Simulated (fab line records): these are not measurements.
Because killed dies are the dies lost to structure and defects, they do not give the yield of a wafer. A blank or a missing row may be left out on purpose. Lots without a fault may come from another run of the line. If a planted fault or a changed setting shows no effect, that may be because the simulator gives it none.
Chamber matching / flow nandHarc / NHARC_A_CONTACT_CMP_20 on cmp-02 has 4 sister chambers
The step polishes, t overpolish 30 s, target thk 300 nm. 14 wafers are shown with their chamber, then 7 later ones without.

== EACH WAFER AND ITS CHAMBER ==
wafer=L826.2; chamber=3; motorCurrentA (A)=13.2; timeToEndpointS (s)=62.2; overpolishRunS (s)=29.987
wafer=L826.4; chamber=2; motorCurrentA (A)=11.5; timeToEndpointS (s)=65.6; overpolishRunS (s)=30.010
wafer=L826.5; chamber=2; motorCurrentA (A)=12.0; timeToEndpointS (s)=59.4; overpolishRunS (s)=30.002
wafer=L825.2; chamber=1; motorCurrentA (A)=12.9; timeToEndpointS (s)=60.8; overpolishRunS (s)=29.999
wafer=L825.3; chamber=2; motorCurrentA (A)=12.1; timeToEndpointS (s)=59.9; overpolishRunS (s)=29.997
wafer=L825.6; chamber=0; motorCurrentA (A)=11.8; timeToEndpointS (s)=59.4; overpolishRunS (s)=29.998
wafer=L827.1; chamber=2; motorCurrentA (A)=11.9; timeToEndpointS (s)=61.5; overpolishRunS (s)=29.993
wafer=L827.3; chamber=3; motorCurrentA (A)=13.0; timeToEndpointS (s)=61.7; overpolishRunS (s)=29.990
wafer=L827.6; chamber=0; motorCurrentA (A)=11.8; timeToEndpointS (s)=57.7; overpolishRunS (s)=29.991
wafer=L829.1; chamber=3; motorCurrentA (A)=12.7; timeToEndpointS (s)=59.1; overpolishRunS (s)=29.994
wafer=L829.2; chamber=1; motorCurrentA (A)=12.9; timeToEndpointS (s)=56.3; overpolishRunS (s)=29.992
wafer=L829.4; chamber=2; motorCurrentA (A)=12.2; timeToEndpointS (s)=58.1; overpolishRunS (s)=29.991
wafer=L843.1; chamber=1; motorCurrentA (A)=12.3; timeToEndpointS (s)=59.2; overpolishRunS (s)=29.998
wafer=L843.2; chamber=3; motorCurrentA (A)=13.1; timeToEndpointS (s)=60.9; overpolishRunS (s)=30.000

SIGNATURES (averages over the wafers above)
reading=motorCurrentA; chamber 0=11.800; chamber 1=12.700; chamber 2=11.940; chamber 3=13.000; scatter within a chamber=0.259
reading=timeToEndpointS; chamber 0=58.550; chamber 1=58.767; chamber 2=60.900; chamber 3=60.975; scatter within a chamber=2.26
reading=overpolishRunS; chamber 0=29.99450; chamber 1=29.99633; chamber 2=29.99860; chamber 3=29.99275; scatter within a chamber=0.00617
Rule: distance of a wafer from a chamber = root of the sum over the readings of ((wafer's reading minus chamber's mean) / reading's scatter) squared. If the next closest chamber is less than 2 further off than the closest, the wafer can't be placed; otherwise it belongs to the closest. The scatter is the square root of a quotient: the sum, over the shown wafers, of each reading's squared deviation from its chamber's mean, divided by wafers minus chambers.

== WAFERS WITHOUT THEIR CHAMBER ==
wafer=L843.3; motorCurrentA (A)=12.7; timeToEndpointS (s)=59.5; overpolishRunS (s)=29.997
wafer=L842.1; motorCurrentA (A)=12.4; timeToEndpointS (s)=61.6; overpolishRunS (s)=30.000
wafer=L842.2; motorCurrentA (A)=12.1; timeToEndpointS (s)=58.6; overpolishRunS (s)=30.005
wafer=L842.4; motorCurrentA (A)=13.0; timeToEndpointS (s)=63.0; overpolishRunS (s)=30.005
wafer=L844.1; motorCurrentA (A)=13.2; timeToEndpointS (s)=62.7; overpolishRunS (s)=30.006
wafer=L844.3; motorCurrentA (A)=12.1; timeToEndpointS (s)=59.2; overpolishRunS (s)=30.018
wafer=L844.4; motorCurrentA (A)=11.4; timeToEndpointS (s)=61.6; overpolishRunS (s)=29.999

== WHICH CHAMBER EACH ONE RAN IN ==
wafer=L843.3; from the rows above=can't be placed: 1 or 3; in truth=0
wafer=L842.1; from the rows above=can't be placed: 1 or 2 or 3 or 0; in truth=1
wafer=L842.2; from the rows above=can't be placed: 2 or 0 or 1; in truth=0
wafer=L842.4; from the rows above=can't be placed: 3 or 1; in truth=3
wafer=L844.1; from the rows above=can't be placed: 3 or 1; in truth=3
wafer=L844.3; from the rows above=can't be placed: 2 or 0 or 1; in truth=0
wafer=L844.4; from the rows above=can't be placed: 2 or 0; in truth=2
Placed correctly: 0 of 7. These rows do not allow placing 7 (true chamber among the candidates in 6). 0 placed wrongly.
